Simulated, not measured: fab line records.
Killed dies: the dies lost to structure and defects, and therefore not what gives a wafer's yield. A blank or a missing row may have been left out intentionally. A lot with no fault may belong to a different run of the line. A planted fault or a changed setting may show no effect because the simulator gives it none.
Matching of chambers	flow nand_harc	4 sister chambers for NHARC_A_CONTACT_ETCH_88 on rie_diel-08
The step etches the open film in CF4, target depth 39 nm, time 65 s. 8 wafers are shown with their chamber, then 9 later ones without.

## WAFERS, EACH WITH ITS CHAMBER
wafer	chamber	showerhead_plenum_p_Torr (Torr)	drypump_motor_current_A (A)
L076.4	2	1.68	5.2
L078.3	3	1.76	5.2
L078.5	1	1.89	6.0
L080.5	0	1.67	5.4
L080.6	3	1.76	5.2
L085.2	2	1.67	5.3
L085.4	1	1.89	6.0
L085.6	0	1.67	5.4

## WAFERS WITHOUT THEIR CHAMBER
wafer	showerhead_plenum_p_Torr (Torr)	drypump_motor_current_A (A)
L086.1	1.88	6.1
L086.2	1.67	5.4
L086.4	1.75	5.2
L095.1	1.66	5.4
L095.2	1.74	5.2
L095.3	1.88	6.0
L096.1	1.88	6.0
L096.2	1.74	5.2
L096.5	1.66	5.4

## WHICH CHAMBER EACH WENT THROUGH
wafer	from the rows above	in truth
L086.1	1	1
L086.2	0	0
L086.4	3	3
L095.1	0	0
L095.2	3	3
L095.3	1	1
L096.1	1	1
L096.2	3	3
L096.5	0	0
Correct placement for 9 of the 9. From these rows, 0 cannot be placed. Number placed wrongly: 0.
How it was worked out, from the rows above alone: a wafer's distance from a chamber is the root of the sum, over the readings, of the square of ((its reading less the chamber's mean) divided by the reading's scatter). The wafer belongs to the nearest chamber; if the next one is less than 2 further off, it can't be placed. For every chamber, the mean is computed from those of its wafers that are shown. The scatter: take each reading less its chamber's mean, square it, sum over the shown wafers, divide by the number of wafers less the number of chambers, and take the root.
